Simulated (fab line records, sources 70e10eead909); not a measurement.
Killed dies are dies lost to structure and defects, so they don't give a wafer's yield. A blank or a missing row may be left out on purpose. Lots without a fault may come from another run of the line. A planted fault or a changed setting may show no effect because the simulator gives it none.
A struck lot beside a sound one | flow nand_harc | 14 steps out of a route of 1159
Sound: wafers L837.1, L837.3, L837.4. Struck: wafers L849.1, L849.2, L849.5. The cause comes at the end.
At each step with rows: each side's tool, then ch and its chambers, then its first start. Under that, the readings that differ: sound wafers | struck wafers | difference of the means | sigmas: that difference in standard deviations of wafers without a fault.
alike: readings whose means differ by less than 2 such deviations, and words and numbers that are the same on both sides. not compared: withheld readings, readings that some wafer has no value for, bounds like >300 that may hide the same value, and numbers for which the record gives no deviation and whose values overlap.
The two part at a step that has a row with sigmas, a row that says differs or no value, or rows on one side only. Numbers that don't overlap but have no deviation are shown without sigmas and don't part them. A reading that every wafer of one side lacks parts them only if that side has two wafers or more.

first, 4 steps without rows for these wafers: NHARC_P_GATE_EBR_07; NHARC_P_GATE_EXPOSE_08 (exposes mask P HV); NHARC_P_GATE_PEB_09 (peb time 85 s); NHARC_P_GATE_DEVELOP_10 (time 70 s).
NHARC_P_GATE_CD_MEAS_11: target cd 1640 nm.
  sound on cd_sem-02 ch 0, day 5 02:59; struck on cd_sem-01 ch 0, day 8 10:54
  alike: cd_nm
then, 1 step without rows for these wafers: NHARC_P_GATE_HARDBAKE_12 (time 80 s).
NHARC_P_GATE_DESCUM_13: chemistry O2, time 3 s.
  sound on rie_diel-04 ch 1,2,3, day 5 03:09; struck on rie_diel-04 ch 0,1, day 8 11:04
  alike: drypump_motor_current_A, oes_product_au, rf_vpp_V, showerhead_plenum_p_Torr, throttle_valve_pct
  not compared: rf_hours_counter_h
then, 5 steps without rows for these wafers: NHARC_P_GATE_ETCH_14 (etches SiO2 in dHF, target depth 48.8 nm); NHARC_P_GATE_STRIP_15 (strips in SPM, time 780 s); NHARC_P_GATE_PRECLEAN_71 (cleans in SC1); NHARC_P_GATE_SRD_72; NHARC_P_GATE_OXIDE_16 (material SiO2, target thk 3 nm, ox time 392 s).
NHARC_P_GATE_CVD_17: deposits poly-Si, target thk 150 nm, time 900 s.
  sound on lpcvd_poly-02 ch 0, day 5 12:21; struck on lpcvd_poly-03 ch 0, day 9 02:44
  alike: spike_tc_upper_C, zone_power_centre_pct, zone_power_top_pct
NHARC_P_GATE_HM_DEP_102: deposits aC, target thk 120 nm.
  sound on acl_dep-03 ch 0, day 5 15:11; struck on acl_dep-01 ch 0, day 9 06:07
  alike: throttle_valve_pct

WHERE THEY PART
Nowhere in this record.

WHY: what the simulator had put in
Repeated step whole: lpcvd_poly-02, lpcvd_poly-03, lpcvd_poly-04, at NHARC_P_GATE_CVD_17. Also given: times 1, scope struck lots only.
